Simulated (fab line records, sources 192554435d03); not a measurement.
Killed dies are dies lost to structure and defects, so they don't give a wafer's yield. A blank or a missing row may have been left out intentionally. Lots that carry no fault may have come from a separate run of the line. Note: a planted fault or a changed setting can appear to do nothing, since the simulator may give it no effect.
Tool commonality check || flow n5-finfet || 9 lots and 27 wafers in the sample

== WHY THIS WAS OPENED ==
2 of 9 lots carry a flag on the reading M4_THK at N5_BEOL_M4_THK_MEAS_53. No-fault wafers: 39.0 nm, standard deviation 1.9.
Rule: a lot is flagged in two cases, either no wafer of it has a number, or all its wafers with numbers fall more than 4 standard deviations from that mean. The other lots count as sound.

{"lot": "L415", "measured": "day 9 15:14", "on": "film-metro-01", "M4_THK (nm), wafer by wafer": "40.3 40.2 40.9", "flag": ""}
{"lot": "L416", "measured": "day 10 00:02", "on": "film-metro-01", "M4_THK (nm), wafer by wafer": "39.4 41.4 41.2", "flag": ""}
{"lot": "L417", "measured": "day 10 06:12", "on": "film-metro-02", "M4_THK (nm), wafer by wafer": "143.2 145.9 143.2", "flag": "FLAGGED"}
{"lot": "L418", "measured": "day 10 16:44", "on": "film-metro-01", "M4_THK (nm), wafer by wafer": "152.7 158.7 153.7", "flag": "FLAGGED"}
{"lot": "L422", "measured": "day 12 04:47", "on": "film-metro-01", "M4_THK (nm), wafer by wafer": "38.2 39.0 39.1", "flag": ""}
{"lot": "L425", "measured": "day 12 07:31", "on": "film-metro-02", "M4_THK (nm), wafer by wafer": "39.8 43.3 43.2", "flag": ""}
{"lot": "L428", "measured": "day 13 02:25", "on": "film-metro-01", "M4_THK (nm), wafer by wafer": "39.9 39.3 42.0", "flag": ""}
{"lot": "L429", "measured": "day 13 19:56", "on": "film-metro-02", "M4_THK (nm), wafer by wafer": "38.2 40.1 39.6", "flag": ""}
{"lot": "L430", "measured": "day 14 03:05", "on": "film-metro-02", "M4_THK (nm), wafer by wafer": "37.2 39.6 38.9", "flag": ""}
The numbers of the flagged lots are 149.6 nm on average: +110.6 nm against the usual, or +58 standard deviations.

== EACH LOT AND THE TOOL IT RAN ON ==
The record holds 4 process steps before the reading, out of a route of 1938 steps. Every cell lists first the tool, next ch and the chambers used by the sampled wafers, and last the start.
{"lot": "L415", "flag": "", "N5_BEOL_M4_ANNEAL_82": "pvd-sputter-03, day 9 13:12", "N5_BEOL_M4_ANNEAL_89": "pvd-sputter-03, day 9 13:38", "N5_BEOL_M4_ANNEAL_95": "pvd-sputter-03, day 9 14:18", "N5_BEOL_M4_CMP_52": "cmp-02 ch 0,1,2, day 9 14:59"}
{"lot": "L416", "flag": "", "N5_BEOL_M4_ANNEAL_82": "pvd-sputter-03, day 9 22:01", "N5_BEOL_M4_ANNEAL_89": "pvd-sputter-03, day 9 22:27", "N5_BEOL_M4_ANNEAL_95": "pvd-sputter-03, day 9 23:07", "N5_BEOL_M4_CMP_52": "cmp-02 ch 0,1,3, day 9 23:45"}
{"lot": "L417", "flag": "FLAGGED", "N5_BEOL_M4_ANNEAL_82": "pvd-sputter-03, day 10 04:10", "N5_BEOL_M4_ANNEAL_89": "pvd-sputter-03, day 10 04:36", "N5_BEOL_M4_ANNEAL_95": "pvd-sputter-03, day 10 05:16", "N5_BEOL_M4_CMP_52": "cmp-02 ch 2,3, day 10 05:57"}
{"lot": "L418", "flag": "FLAGGED", "N5_BEOL_M4_ANNEAL_82": "pvd-sputter-03, day 10 14:43", "N5_BEOL_M4_ANNEAL_89": "pvd-sputter-03, day 10 15:09", "N5_BEOL_M4_ANNEAL_95": "pvd-sputter-03, day 10 15:49", "N5_BEOL_M4_CMP_52": "cmp-02 ch 1,3, day 10 16:26"}
{"lot": "L422", "flag": "", "N5_BEOL_M4_ANNEAL_82": "pvd-sputter-03, day 12 02:46", "N5_BEOL_M4_ANNEAL_89": "pvd-sputter-03, day 12 03:12", "N5_BEOL_M4_ANNEAL_95": "pvd-sputter-03, day 12 03:52", "N5_BEOL_M4_CMP_52": "cmp-04 ch 0,2, day 12 04:32"}
{"lot": "L425", "flag": "", "N5_BEOL_M4_ANNEAL_82": "pvd-sputter-02, day 12 05:29", "N5_BEOL_M4_ANNEAL_89": "pvd-sputter-02, day 12 05:56", "N5_BEOL_M4_ANNEAL_95": "pvd-sputter-02, day 12 06:35", "N5_BEOL_M4_CMP_52": "cmp-04 ch 0,1,2, day 12 07:13"}
{"lot": "L428", "flag": "", "N5_BEOL_M4_ANNEAL_82": "pvd-sputter-03, day 13 00:23", "N5_BEOL_M4_ANNEAL_89": "pvd-sputter-03, day 13 00:50", "N5_BEOL_M4_ANNEAL_95": "pvd-sputter-03, day 13 01:29", "N5_BEOL_M4_CMP_52": "cmp-01 ch 0,2, day 13 02:10"}
{"lot": "L429", "flag": "", "N5_BEOL_M4_ANNEAL_82": "pvd-sputter-01, day 13 17:13", "N5_BEOL_M4_ANNEAL_89": "pvd-sputter-01, day 13 17:39", "N5_BEOL_M4_ANNEAL_95": "pvd-sputter-01, day 13 18:19", "N5_BEOL_M4_CMP_52": "cmp-01 ch 1,2,3, day 13 19:46"}
{"lot": "L430", "flag": "", "N5_BEOL_M4_ANNEAL_82": "pvd-sputter-03, day 14 01:03", "N5_BEOL_M4_ANNEAL_89": "pvd-sputter-03, day 14 01:29", "N5_BEOL_M4_ANNEAL_95": "pvd-sputter-03, day 14 02:09", "N5_BEOL_M4_CMP_52": "cmp-02 ch 0,1, day 14 02:50"}
These steps, and what they do:
- N5_BEOL_M4_ANNEAL_82: time 240 s.
- N5_BEOL_M4_ANNEAL_89: time 240 s.
- N5_BEOL_M4_ANNEAL_95: time 240 s.
- N5_BEOL_M4_CMP_52: polishes, stops on SiOC, t overpolish 6.8 s, target thk 40 nm.
- N5_BEOL_M4_THK_MEAS_53: measures by xrf.

== FLAGGED OVER TOTAL, TOOL BY TOOL (the gauges that took the reading come last) ==
{"step": "N5_BEOL_M4_ANNEAL_82", "tool": "pvd-sputter-01", "lots run": 1, "flagged": 0, "share of the flagged lots": "none", "sound lots run after its first flagged lot": "-"}
{"step": "N5_BEOL_M4_ANNEAL_82", "tool": "pvd-sputter-02", "lots run": 1, "flagged": 0, "share of the flagged lots": "none", "sound lots run after its first flagged lot": "-"}
{"step": "N5_BEOL_M4_ANNEAL_82", "tool": "pvd-sputter-03", "lots run": 7, "flagged": 2, "share of the flagged lots": "all", "sound lots run after its first flagged lot": "3 (L422,L428,L430)"}
{"step": "N5_BEOL_M4_ANNEAL_89", "tool": "pvd-sputter-01", "lots run": 1, "flagged": 0, "share of the flagged lots": "none", "sound lots run after its first flagged lot": "-"}
{"step": "N5_BEOL_M4_ANNEAL_89", "tool": "pvd-sputter-02", "lots run": 1, "flagged": 0, "share of the flagged lots": "none", "sound lots run after its first flagged lot": "-"}
{"step": "N5_BEOL_M4_ANNEAL_89", "tool": "pvd-sputter-03", "lots run": 7, "flagged": 2, "share of the flagged lots": "all", "sound lots run after its first flagged lot": "3 (L422,L428,L430)"}
{"step": "N5_BEOL_M4_ANNEAL_95", "tool": "pvd-sputter-01", "lots run": 1, "flagged": 0, "share of the flagged lots": "none", "sound lots run after its first flagged lot": "-"}
{"step": "N5_BEOL_M4_ANNEAL_95", "tool": "pvd-sputter-02", "lots run": 1, "flagged": 0, "share of the flagged lots": "none", "sound lots run after its first flagged lot": "-"}
{"step": "N5_BEOL_M4_ANNEAL_95", "tool": "pvd-sputter-03", "lots run": 7, "flagged": 2, "share of the flagged lots": "all", "sound lots run after its first flagged lot": "3 (L422,L428,L430)"}
{"step": "N5_BEOL_M4_CMP_52", "tool": "cmp-01", "lots run": 2, "flagged": 0, "share of the flagged lots": "none", "sound lots run after its first flagged lot": "-"}
{"step": "N5_BEOL_M4_CMP_52", "tool": "cmp-02", "lots run": 5, "flagged": 2, "share of the flagged lots": "all", "sound lots run after its first flagged lot": "1 (L430)"}
{"step": "N5_BEOL_M4_CMP_52", "tool": "cmp-04", "lots run": 2, "flagged": 0, "share of the flagged lots": "none", "sound lots run after its first flagged lot": "-"}
{"step": "N5_BEOL_M4_THK_MEAS_53", "tool": "film-metro-01", "lots run": 5, "flagged": 1, "share of the flagged lots": "some", "sound lots run after its first flagged lot": "2 (L422,L428)"}
{"step": "N5_BEOL_M4_THK_MEAS_53", "tool": "film-metro-02", "lots run": 4, "flagged": 1, "share of the flagged lots": "some", "sound lots run after its first flagged lot": "3 (L425,L429,L430)"}

== THE TABLE: WHAT IT ALLOWS ==
4 rows of the table ran every flagged lot: pvd-sputter-03 at N5_BEOL_M4_ANNEAL_82, pvd-sputter-03 at N5_BEOL_M4_ANNEAL_89, pvd-sputter-03 at N5_BEOL_M4_ANNEAL_95, cmp-02 at N5_BEOL_M4_CMP_52.
- pvd-sputter-03 at N5_BEOL_M4_ANNEAL_82 ran 7 lots, 2 of them flagged. Lots that were sound ran on it after the first flagged one (L422, L428, L430); a persistent fault on the entire tool would not allow that.
- pvd-sputter-03 at N5_BEOL_M4_ANNEAL_89 ran 7 lots, 2 of them flagged. Lots that were sound ran on it after the first flagged one (L422, L428, L430); a persistent fault on the entire tool would not allow that.
- pvd-sputter-03 at N5_BEOL_M4_ANNEAL_95 ran 7 lots, 2 of them flagged. Lots that were sound ran on it after the first flagged one (L422, L428, L430); a persistent fault on the entire tool would not allow that.
- cmp-02 at N5_BEOL_M4_CMP_52 ran 5 lots, 2 of them flagged. Lots that were sound ran on it after the first flagged one (L430); a persistent fault on the entire tool would not allow that. Its own readings (barrier-field-endpoint-s, overpolish-run-s, time-to-endpoint-s) fall more than 4 standard deviations out on all wafers of the flagged lots.
There is no row in the table that ran each flagged lot and no sound lot after the first.

== WHAT THE SIMULATOR HAD INSERTED ==
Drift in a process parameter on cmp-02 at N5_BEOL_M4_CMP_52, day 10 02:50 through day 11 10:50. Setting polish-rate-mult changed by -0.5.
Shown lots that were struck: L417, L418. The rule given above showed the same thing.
